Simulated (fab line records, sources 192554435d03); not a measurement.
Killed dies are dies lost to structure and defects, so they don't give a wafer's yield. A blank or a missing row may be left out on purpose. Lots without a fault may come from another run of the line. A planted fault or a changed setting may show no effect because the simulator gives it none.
fab line records | flow n5_finfet
record lots=12 wafers=32 last_day=20
route steps=1938 shown HKMG_FIN@442 PASSIVATION@1936
lots that met no fault: from a run of the same line without faults
start_h: hours from the record's first day to the start of the lot's first wafer shown | wait_h: hours since the lot's step before | " the same as in the row above | L1.1+2: a row that stands for several wafers | - no value, or no start given | * or withheld: withheld | < > ~ a bound
route shown NAME@n: a module of which the file shows steps, and the number in the route of the first | usual: mean/standard deviation of fault-free wafers | same: alike in all rows | chamber/n: place in a boat | sites: the reading at each site | _std_site: their standard deviation | _edge_site: outer sites' mean less inner sites' | radius_mm: how far each site lies from the wafer's centre | mask NAME#n: copy n | behind: the tool/chamber that last shaped the wafer | hold: why the lot was held/for how many hours/how that ended | device: the transistor (n, p or np) that didn't switch | end of line: the same wafers' tests at the end of the route | a step without rows: its recipe alone | killed: dies lost to structure and defects at the first sort, not the wafer's yield | map: a wafer's dies, x killed, . not, _ none there
set.NAME: the setting as run; set.NAME@STEP: as run at that earlier step | model.NAME: the simulator's own value behind a step, which no gauge read
steps of the route over a sample of lots; a table a step, a row a wafer
services: from which hour (start_h, from the record's first day; less than 0 if before it) a tool's chamber was out of use, for how many hours, and why
## steps
# step N5_HKMG_FIN_ALD_91
# recipe material=TiN target_thk_a=10 temp_c=400 ald_precursor_family=TiCl4 ald_co_reactant=NH3 pulse_time_s=1 purge_time_s=3 co_reactant_purge_time_s=2 co_reactant_pulse_time_s=2 ald_cycles=47 pressure_torr=3
# usual ald_cycles=47/0 heater_power_w=885/76 precursor_pulse_height_rel=0.997/0.02
# same co_reactant_pulse_time_s=2
# columns lot.wafer tool chamber start_h wait_h ald_cycles heater_power_w precursor_pulse_height_rel
L879.2 ald_metal-04 3 76.05 0.3 47 851 1.008
L879.3 " 2 " " 47 887 0.982
L879.5 " 3 " " 47 851 1.006
L880.3 ald_metal-01 3 87.94 0.1 47 807 1.027
L880.5 " 0 " " 47 905 1.021
L880.6 " 1 " " 47 945 1.001
L888.4 ald_metal-01 3 133.98 0.1 47 799 0.990
L888.5 " 2 " " 47 856 0.972
L889.1 ald_metal-01 3 136.20 0.3 47 808 1.010
L889.4 " 2 " " 47 862 1.028
L890.1 ald_metal-03 2 142.52 0.3 47 1026 1.010
L890.2 " 0 " " 47 829 1.004
L890.4 " 3 " " 47 899 0.996
L892.1 ald_metal-03 0 152.40 0.3 47 812 1.024
L892.2 " 3 " " 47 910 1.012
L892.4 " 2 " " 47 985 0.949
L893.1 ald_metal-04 3 159.82 0.3 47 869 0.978
L893.2 " 0 " " 47 725 1.035
L893.6 " 3 " " 47 870 0.991
L894.2 ald_metal-04 1 169.20 0.3 47 991 0.988
L894.6 " 1 " " 47 985 0.977
L896.1 ald_metal-03 1 179.83 0.3 47 877 0.968
L896.4 " 2 " " 47 1032 1.015
L896.5 " 0 " " 47 809 1.000
L898.3 ald_metal-04 1 188.54 0.2 47 1002 1.003
L898.6 " 3 " " 47 864 0.987
L900.2 ald_metal-03 3 198.88 0.3 47 915 0.982
L900.4 " 2 " " 47 1021 1.020
L900.5 " 2 " " 47 1034 0.969
L902.1 ald_metal-04 2 218.05 0.3 47 900 1.000
L902.4 " 3 " " 47 862 0.985
L902.6 " 1 " " 47 1005 0.977
# step N5_HKMG_FIN_NWFM_ALD_20
# recipe material=TiAlC target_thk_a=20 temp_c=300 ald_precursor_family=TiCl4 ald_co_reactant=TEA pulse_time_s=3 purge_time_s=2 co_reactant_purge_time_s=2 co_reactant_pulse_time_s=10 ald_cycles=7 pressure_torr=3
# usual ald_cycles=7/0 heater_power_w=494/44 precursor_pulse_height_rel=1.000/0.019
# same co_reactant_pulse_time_s=10
# columns lot.wafer tool chamber start_h wait_h ald_cycles heater_power_w precursor_pulse_height_rel
L879.2 ald_metal-03 1 77.02 0.3 7 472 0.981
L879.3 " 3 " " 7 499 0.984
L879.5 " 1 " " 7 477 1.027
L880.3 ald_metal-03 0 88.97 0.1 7 471 0.983
L880.5 " 0 " " 7 458 0.973
L880.6 " 1 " " 7 471 0.995
L888.4 ald_metal-03 3 134.95 0.1 5 527 1.025
L888.5 " 0 " " 5 468 1.008
L889.1 ald_metal-03 0 137.18 0.3 7 461 0.967
L889.4 " 2 " " 5 588 0.996
L890.1 ald_metal-03 0 143.49 0.3 7 463 0.992
L890.2 " 3 " " 7 507 0.983
L890.4 " 2 " " 5 584 1.020
L892.1 ald_metal-01 2 153.38 0.3 7 485 1.015
L892.2 " 1 " " 7 529 1.009
L892.4 " 3 " " 7 453 0.992
L893.1 ald_metal-04 2 161.07 0.3 7 510 0.985
L893.2 " 0 " " 7 415 1.000
L893.6 " 0 " " 7 413 1.026
L894.2 ald_metal-04 0 170.21 0.3 7 418 1.011
L894.6 " 2 " " 7 492 0.985
L896.1 ald_metal-04 1 180.80 0.3 7 557 1.018
L896.4 " 3 " " 7 485 0.993
L896.5 " 3 " " 7 485 1.015
L898.3 ald_metal-04 3 189.52 0.1 7 495 1.009
L898.6 " 3 " " 7 489 1.018
L900.2 ald_metal-04 1 199.86 0.3 7 555 1.020
L900.4 " 3 " " 7 474 1.003
L900.5 " 0 " " 7 414 0.993
L902.1 ald_metal-04 1 219.03 0.3 7 558 0.986
L902.4 " 2 " " 7 511 0.998
L902.6 " 2 " " 7 502 1.017
# step N5_HKMG_FIN_ETCH_67
# recipe chemistry=N2/H2 target=SOC target_depth_a=3889 stop_on=TiN ion_energy_ev=100 bias_w=61 pressure_mtorr=30 source_w=850 n2_flow_sccm=200 h2_flow_sccm=200
# usual bias_w=60.99/0.17 drypump_motor_current_A=5.6/0.42 oes_product_au=0.76/0.057 rf_vpp_V=240.4/1.3 showerhead_plenum_p_Torr=2.51/0.091 throttle_valve_pct=17.80/0.21
# columns lot.wafer tool chamber start_h wait_h bias_w drypump_motor_current_A oes_product_au rf_hours_counter_h rf_vpp_V showerhead_plenum_p_Torr throttle_valve_pct
L879.2 rie_diel-04 0 77.49 - 61.07 5.8 0.79 99 240.1 2.58 17.52
L879.3 " 3 " " 60.99 5.5 0.80 115 239.0 2.44 17.69
L879.5 " 0 " " 61.12 5.8 0.80 - 240.9 2.58 17.51
L880.3 rie_diel-04 3 89.41 - 61.00 5.5 0.80 118 238.7 2.44 17.65
L880.5 " 2 " " 60.78 5.7 0.95 - 241.7 2.59 17.81
L880.6 " 3 " " 60.91 5.5 0.79 - 238.4 2.44 17.68
L888.4 rie_diel-05 0 135.39 - 61.25 5.2 0.75 171 239.4 2.43 17.78
L888.5 " 1 " " 61.19 6.2 0.79 - 241.5 2.53 17.94
L889.1 rie_diel-04 3 137.61 - 61.09 5.5 0.78 134 239.8 2.43 17.70
L889.4 " 0 " " 61.10 5.8 0.78 118 241.0 2.57 17.54
L890.1 rie_diel-04 1 143.93 - 60.99 6.1 0.73 168 238.6 2.44 18.04
L890.2 " 3 " " 61.06 5.5 0.77 136 239.5 2.43 17.70
L890.4 " 0 " " 61.07 5.9 0.78 121 238.8 2.57 17.56
L892.1 rie_diel-01 1 153.81 - 61.02 5.8 0.80 100 242.1 2.70 17.70
L892.2 " 3 " " 60.91 5.0 0.77 126 239.4 2.42 17.69
L892.4 " 0 " " 61.12 6.3 0.69 224 241.9 2.60 17.88
L893.1 rie_diel-01 3 161.50 - 61.25 5.0 0.77 129 238.4 2.42 17.70
L893.2 " 2 " " 60.86 5.1 0.70 199 239.2 2.55 18.28
L893.6 " 1 " " 60.99 5.9 0.80 - 243.5 2.70 17.72
L894.2 rie_diel-05 3 170.65 - 61.13 5.4 0.68 230 238.4 2.37 17.52
L894.6 " 3 " " 61.04 5.4 0.69 - 238.6 2.37 17.53
L896.1 rie_diel-04 0 181.31 - 61.02 5.8 0.76 130 241.9 2.56 17.57
L896.4 " 1 " " 60.98 6.1 0.73 176 239.2 2.43 18.04
L896.5 " 3 " " 60.83 5.5 0.77 - 238.6 2.43 17.72
L898.3 rie_diel-05 1 189.96 - 61.25 6.1 0.77 139 241.5 2.52 17.99
L898.6 " 1 " " 61.22 6.2 0.77 - 239.7 2.52 17.97
L900.2 rie_diel-01 1 200.30 - 61.09 5.8 0.79 117 242.4 2.69 17.76
L900.4 " 3 " " 61.23 5.1 0.76 142 239.6 2.41 17.71
L900.5 " 3 " " 60.95 5.0 0.76 - 239.8 2.41 17.70
L902.1 rie_diel-01 3 219.47 - 61.02 5.0 0.75 150 238.2 2.41 17.74
L902.4 " 1 " " 60.79 5.9 0.77 124 242.1 2.69 17.74
L902.6 " 3 " " 61.56 5.0 0.76 - 240.6 2.41 17.73
# step N5_HKMG_FIN_ALD_72
# recipe material=W target_thk_a=20 temp_c=300 pressure_torr=7.5 ald_precursor_family=WF6 ald_co_reactant=B2H6 pulse_time_s=1 purge_time_s=2 co_reactant_purge_time_s=2 co_reactant_pulse_time_s=3 ald_cycles=7
# usual ald_cycles=7/0 heater_power_w=521/73 precursor_pulse_height_rel=0.999/0.021
# same co_reactant_pulse_time_s=3
# columns lot.wafer tool chamber start_h wait_h ald_cycles heater_power_w precursor_pulse_height_rel
L879.2 cvd_w-01 0 78.59 0.2 7 483 1.018
L879.3 " 0 " " 7 478 0.995
L879.5 " 0 " " 7 473 1.001
L880.3 cvd_w-01 0 90.70 0.2 7 481 0.983
L880.5 " 0 " " 7 475 1.023
L880.6 " 1 " " 7 609 0.982
L888.4 cvd_w-01 0 136.66 0.2 7 480 1.011
L888.5 " 1 " " 7 614 1.011
L889.1 cvd_w-02 1 138.72 0.2 7 483 0.967
L889.4 " 1 " " 7 494 0.979
L890.1 cvd_w-01 1 145.04 0.2 7 622 1.008
L890.2 " 0 " " 7 478 1.008
L890.4 " 1 " " 7 605 1.027
L892.1 cvd_w-02 0 155.04 0.2 7 413 0.962
L892.2 " 1 " " 7 488 1.027
L892.4 " 1 " " 7 485 0.959
L893.1 cvd_w-01 0 162.66 0.2 7 473 1.009
L893.2 " 1 " " 7 611 0.996
L893.6 " 0 " " 7 464 1.030
L894.2 cvd_w-01 0 171.76 0.2 7 477 0.979
L894.6 " 1 " " 7 614 0.975
L896.1 cvd_w-01 1 182.42 0.2 7 609 1.015
L896.4 " 0 " " 7 493 1.006
L896.5 " 0 " " 7 500 0.989
L898.3 cvd_w-02 1 191.09 0.2 7 490 0.983
L898.6 " 0 " " 7 400 0.992
L900.2 cvd_w-02 0 201.40 0.2 7 405 1.039
L900.4 " 0 " " 7 418 0.946
L900.5 " 1 " " 7 510 0.990
L902.1 cvd_w-02 0 220.57 0.2 7 414 0.986
L902.4 " 0 " " 7 397 1.023
L902.6 " 0 " " 7 422 0.978
# step N5_PASSIVATION_PROBE_49
# usual killed_at_M0_to_M3=36/10 killed_at_M4_up=14/5.2 killed_at_contacts=12/6 killed_at_front_end=37/10 killed_at_other=4/3.3 killed_dies=104/18 killed_on_rim=14/4.1 killed_open=68/14 killed_short=34/7.4
# same gross_dies=1180 killed_at_back_side=0
# columns lot.wafer tool chamber start_h wait_h killed_at_M0_to_M3 killed_at_M4_up killed_at_contacts killed_at_front_end killed_at_other killed_dies killed_on_rim killed_open killed_short
L890.1 prober-01 - 388.69 0.0 49 19 12 28 0 108 12 65 43
L890.2 prober-01 - 388.74 0.1 35 13 10 36 0 94 12 65 28
L890.4 prober-01 - 388.84 0.2 26 11 11 35 2 85 2 57 28
L898.3 prober-01 - 439.15 0.1 40 12 3 29 5 89 12 55 34
L898.6 prober-01 - 439.30 0.3 47 10 9 48 2 116 10 65 51
L900.2 prober-02 - 488.71 0.1 50 12 18 30 3 113 13 75 38
L900.4 prober-02 - 488.81 0.2 35 19 13 28 8 103 14 65 36
L900.5 prober-02 - 488.86 0.2 52 10 14 19 6 101 15 61 40
# killed by level:class
L890.1 BEOL_M0_SAQP:geometric_particle:short=12 BEOL_M3:geometric_particle:open=11 MOL_CONTACT_COAG:geometric_particle:open=9 BEOL_M4:geometric_particle:open=7 STI_FIN_REVEAL:geometric_particle:open=6 BEOL_M0_SAQP:geometric_particle:open=6 FIN_SAQP:geometric_particle:short=5 BEOL_M1:geometric_particle:open=5
L890.2 BEOL_M3:geometric_particle:open=11 MOL_CONTACT_COAG:geometric_particle:open=8 BEOL_M1:geometric_particle:open=8 FIN_SAQP:geometric_particle:short=5 STI_FIN_REVEAL:geometric_particle:open=5 ILD0:geometric_particle:short=5 BEOL_M0_SAQP:geometric_particle:open=5 BEOL_M0_SAQP:geometric_particle:short=5
L890.4 MOL_CONTACT_COAG:geometric_particle:open=11 BEOL_M3:geometric_particle:open=10 FIN_SAQP:geometric_particle:open=8 STI_FIN_REVEAL:geometric_particle:open=8 FIN_SAQP:geometric_particle:short=7 GATE_CUT:geometric_particle:short=6 BEOL_M2:geometric_particle:open=6 BEOL_M0_SAQP:geometric_particle:open=3
L898.3 BEOL_M0_SAQP:geometric_particle:short=11 FIN_SAQP:geometric_particle:open=10 BEOL_M3:geometric_particle:open=9 DUMMY_GATE:geometric_particle:open=7 BEOL_M0_SAQP:geometric_particle:open=7 BEOL_M1:geometric_particle:open=5 FIN_SAQP:geometric_particle:short=3 BEOL_M2:geometric_particle:open=3
L898.6 BEOL_M0_SAQP:geometric_particle:short=19 BEOL_M0_SAQP:geometric_particle:open=13 FIN_SAQP:geometric_particle:open=11 DUMMY_GATE:geometric_particle:open=10 FIN_SAQP:geometric_particle:short=9 MOL_CONTACT_COAG:geometric_particle:open=6 BEOL_M5:geometric_particle:open=5 BEOL_M2:geometric_particle:open=4
L900.2 MOL_CONTACT_COAG:geometric_particle:open=15 FIN_SAQP:geometric_particle:short=12 BEOL_M0_SAQP:geometric_particle:short=12 BEOL_M0_SAQP:geometric_particle:open=11 BEOL_M2:geometric_particle:open=9 BEOL_M1:geometric_particle:open=7 FIN_SAQP:geometric_particle:open=6 BEOL_M0:geometric_particle:open=5
L900.4 MOL_CONTACT_COAG:geometric_particle:open=12 FIN_SAQP:geometric_particle:short=10 BEOL_M0_SAQP:geometric_particle:open=10 BEOL_M2:geometric_particle:open=8 BEOL_M4:geometric_particle:open=5 BEOL_M0_SAQP:geometric_particle:short=4 BEOL_M4:geometric_particle:short=4 MIM_TOP_ETCH:geometric_particle:short=4
L900.5 MOL_CONTACT_COAG:geometric_particle:open=12 BEOL_M0_SAQP:geometric_particle:short=10 BEOL_M0_SAQP:geometric_particle:open=10 BEOL_M2:geometric_particle:open=10 GATE_CUT:geometric_particle:short=5 BEOL_M0:geometric_particle:open=5 BEOL_M1:geometric_particle:short=4 BEOL_M3:geometric_particle:open=4
## services
# columns tool chamber start_h hours kind
rie_diel-04 2 60.97 - clean
rie_diel-04 2 60.97 - consumable_replace:focus_ring
rie_diel-04 2 60.97 17.9 scheduled_down
rie_diel-04 2 60.97 17.9 vent_cycle
ald_metal-01 1 94.84 24.8 repair
ald_metal-04 2 111.80 4.2 repair
cvd_w-02 0 133.90 5.2 repair
ald_metal-01 2 157.06 20.6 repair
rie_diel-01 2 171.91 16.9 repair
ald_metal-04 - 187.06 0.8 repair
rie_diel-04 2 196.85 3.7 repair
ald_metal-01 - 200.19 1.3 repair
## key
first_sign step=N5_HKMG_FIN_NWFM_ALD_20 reading=ald_cycles direction=down sigmas=99+ usual=* struck=*
effect none on later readings
met_at N5_HKMG_FIN_NWFM_ALD_20
struck_lots L888,L889,L890
struck_wafers L888.4,L888.5,L889.4,L890.4
tester_left_out L888,L889,L890
baseline_loss step=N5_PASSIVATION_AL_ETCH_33 wafers=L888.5
not_acting_at N5_HKMG_FIN_ALD_91,N5_HKMG_FIN_ETCH_67,N5_HKMG_FIN_ALD_72
onset_between 88.97 134.95
fault kind=process_parameter_drift tool=ald_metal-03 chamber=- onset_h=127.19 steps=N5_HKMG_FIN_NWFM_ALD_20 channel=ald_cycles offset=* shape=step end_h=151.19 scope=struck_wafers_only acts_in=* stated=*
# tester_left_out: of these lots the tester's yield and bins aren't shown, on N5 and GAA mostly nor the transistor test; their killed dies are dies lost to structure and defects alone, not to doping, threshold or leakage, so they don't give the yield
# baseline_loss: these wafers lose ten dies or more at that step, a loss of the line's own and not of a fault; the sort's usual values leave them out
